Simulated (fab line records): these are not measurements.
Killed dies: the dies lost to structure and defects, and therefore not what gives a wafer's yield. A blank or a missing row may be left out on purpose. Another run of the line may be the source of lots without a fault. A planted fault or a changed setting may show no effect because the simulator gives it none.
fab line records    flow n5-finfet
[record] lots = 7  wafers = 39
route steps=1938 shown PMOS_HMC_CHANNEL_EPI@64 DUMMY_GATE@221 SD_EPI_N@288 BEOL_M2@903 BEOL_M3@1018 BEOL_M4@1111
start-h: hours from the record's first day to the start of the lot's first wafer shown    wait-h: hours elapsed since this lot's preceding step    " the same as in the row above    L1.1+2: one row covering several wafers at once    - either no value or no given start    * or withheld: withheld    < > ~ a bound
route shown NAME@n: a module of which the file shows steps, and the number in the route of the first    usual: the fault-free wafers' mean and standard deviation    same: alike in all rows    chamber/n: place in a boat    sites: readings site by site    _std_site: the standard deviation of these    _edge_site: the outer-site mean with the inner-site mean subtracted    radius-mm: how far each site lies from the wafer's centre    mask NAME#n: copy n    behind: tool/chamber where the wafer was last shaped    hold: reason for holding the lot/hours on hold/outcome of the hold    device: which transistor (n, p or np) failed to switch    end of line: tests run on the same wafers once the route is complete    step lacking rows: just its recipe    killed: dies that structure and defects cost at the first sort, which is not the same as the wafer's yield    map: a wafer's dies, x killed, . not, _ none there
set.NAME: the setting as run; set.NAME@STEP: as run at that earlier step    model.NAME: the simulator's own value behind a step, which no gauge read
one table per step and one row per wafer, for lots whose settings were changed on purpose
[[steps]]
[step N5_PMOS_HMC_CHANNEL_EPI_DEVELOP_08]
[recipe] develop-time-s = 30  developer = TMAH  resist = CAR-ArF-block  dev-temp-c = 23  rinse-liquid = diw  dry = air-spin
[step N5_DUMMY_GATE_PECVD_30]
[recipe] material = SiO2  target-thk-a = 550  temp-c = 400  precursor = TEOS/O2  pressure-torr = 6.5  rf-w = withheld  teos-flow-sccm = withheld  gas = O2  flow-sccm = 2650  time-s = 10.8
[step N5_SD_EPI_N_EPI_21]
[recipe] material = Si:P  dopant = P  temp-c = 680  pressure-torr = 255  time-s = 690
[step N5_BEOL_M2_CVD_47]
[recipe] material = Co  target-thk-a = 30  temp-c = withheld  precursor = CCTBA/H2  pressure-torr = 30  time-s = 223.8
[step N5_BEOL_M3_DEP_57]
[recipe] material = SiCN  target-thk-a = 80  temp-c = withheld  precursor = 3MS/NH3  pressure-torr = 3  rf-w = 202  time-s = 14
[step N5_BEOL_M4_RC_MEAS_101]
[usual] RS_SD_N = 28.3/0.42  SERP_M2 = 196/13
lot.wafer  tool       chamber  start-h  wait-h  set.develop-time-s@PMOS_HMC_CHANNEL_EPI_DEVELOP_08  set.time-s@DUMMY_GATE_PECVD_30  set.epi-growth-time-s@SD_EPI_N_EPI_21  set.target-thk-a@BEOL_M2_CVD_47  set.target-thk-a@BEOL_M3_DEP_57  RS_SD_N[ohm/sq]  SERP_M2[ohm/um]
L075.1     prober-01  0        169.30   0.0     41.36                                               4.63                            690                                    30                               80                               28.3             187
L075.2     "          0        "        "       41.36                                               10.8                            690                                    30                               118.7                            28.5             215
L075.3     "          0        "        "       30                                                  4.63                            690                                    30                               118.7                            28.5             188
L075.4     "          0        "        "       30                                                  10.8                            690                                    30                               118.7                            28.6             200
L075.5     "          0        "        "       30                                                  4.63                            690                                    30                               80                               28.7             178
L075.6     "          0        "        "       41.36                                               10.8                            690                                    30                               80                               28.5             209
L077.1     prober-02  0        186.81   0.0     46.19                                               10.8                            690                                    30                               80                               28.3             172
L077.2     "          0        "        "       30                                                  10.8                            690                                    30                               80                               27.9             175
L077.3     "          0        "        "       30                                                  8.504                           690                                    30                               80                               27.6             190
L077.4     "          0        "        "       46.19                                               10.8                            690                                    30                               80                               28.4             187
L077.5     "          0        "        "       30                                                  8.504                           690                                    30                               80                               28.1             202
L077.6     "          0        "        "       46.19                                               8.504                           690                                    30                               80                               27.7             168
L079.1     prober-02  0        204.65   0.0     30                                                  9.148                           690                                    21.56                            55.74                            27.8             158
L079.2     "          0        "        "       30                                                  10.8                            954.4                                  21.56                            80                               22.3             159
L079.3     "          0        "        "       30                                                  10.8                            690                                    30                               55.74                            27.7             189
L079.4     "          0        "        "       30                                                  10.8                            954.4                                  30                               55.74                            22.1             187
L079.5     "          0        "        "       30                                                  9.148                           690                                    21.56                            80                               28.0             139
L079.6     "          0        "        "       30                                                  9.148                           954.4                                  30                               80                               22.5             193
L082.1     prober-01  0        219.96   0.0     19.69                                               10.8                            690                                    30                               80                               28.5             206
L082.2     "          0        "        "       30                                                  10.8                            690                                    30                               80                               28.3             192
L082.3     "          0        "        "       19.69                                               10.8                            1091                                   30                               80                               20.5             205
L082.4     "          0        "        "       30                                                  10.8                            1091                                   25.18                            80                               20.4             163
L082.5     "          0        "        "       19.69                                               10.8                            690                                    25.18                            80                               28.6             170
L082.6     "          0        "        "       30                                                  10.8                            1091                                   25.18                            80                               20.6             163
L084.1     prober-02  0        234.40   0.0     30                                                  10.8                            690                                    30                               80                               29.0             197
L084.2     "          0        "        "       30                                                  10.8                            690                                    30                               80                               28.8             210
L084.5     "          0        "        "       30                                                  10.8                            690                                    30                               80                               29.1             213
L091.1     prober-01  0        268.08   0.0     30                                                  10.8                            937.1                                  21.27                            80                               22.6             147
L091.2     "          0        "        "       30                                                  10.8                            690                                    30                               80                               27.9             176
L091.3     "          0        "        "       30                                                  13.69                           937.1                                  21.27                            80                               23.0             139
L091.4     "          0        "        "       30                                                  13.69                           937.1                                  30                               80                               23.2             201
L091.5     "          0        "        "       30                                                  13.69                           690                                    30                               80                               28.9             182
L091.6     "          0        "        "       30                                                  10.8                            690                                    21.27                            80                               28.4             131
L094.1     prober-02  0        301.11   0.0     30                                                  6.85                            890.4                                  30                               42.51                            23.5             176
L094.2     "          0        "        "       30                                                  6.85                            890.4                                  30                               80                               23.8             187
L094.3     "          0        "        "       30                                                  10.8                            690                                    30                               80                               27.9             200
L094.4     "          0        "        "       23.53                                               10.8                            690                                    30                               42.51                            27.9             189
L094.5     "          0        "        "       23.53                                               10.8                            890.4                                  30                               42.51                            23.5             176
L094.6     "          0        "        "       23.53                                               6.85                            690                                    30                               80                               28.0             180
[[key]]
[split] step = N5_PMOS_HMC_CHANNEL_EPI_DEVELOP_08  setting = develop-time-s  stated-as = 30
response none clear
[split] step = N5_DUMMY_GATE_PECVD_30  setting = time-s  stated-as = 10.8
response none clear
[split] step = N5_SD_EPI_N_EPI_21  setting = epi-growth-time-s  stated-as = 690
[response] step = N5_BEOL_M4_RC_MEAS_101  reading = RS_SD_N  slope = -0.143  per = 1%  together-with = all  explained = 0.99
[split] step = N5_BEOL_M2_CVD_47  setting = target-thk-a  stated-as = 30
[response] step = N5_BEOL_M4_RC_MEAS_101  reading = SERP_M2  slope = +1.54  per = 1%  together-with = all  explained = 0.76
[split] step = N5_BEOL_M3_DEP_57  setting = target-thk-a  stated-as = 80
response none clear
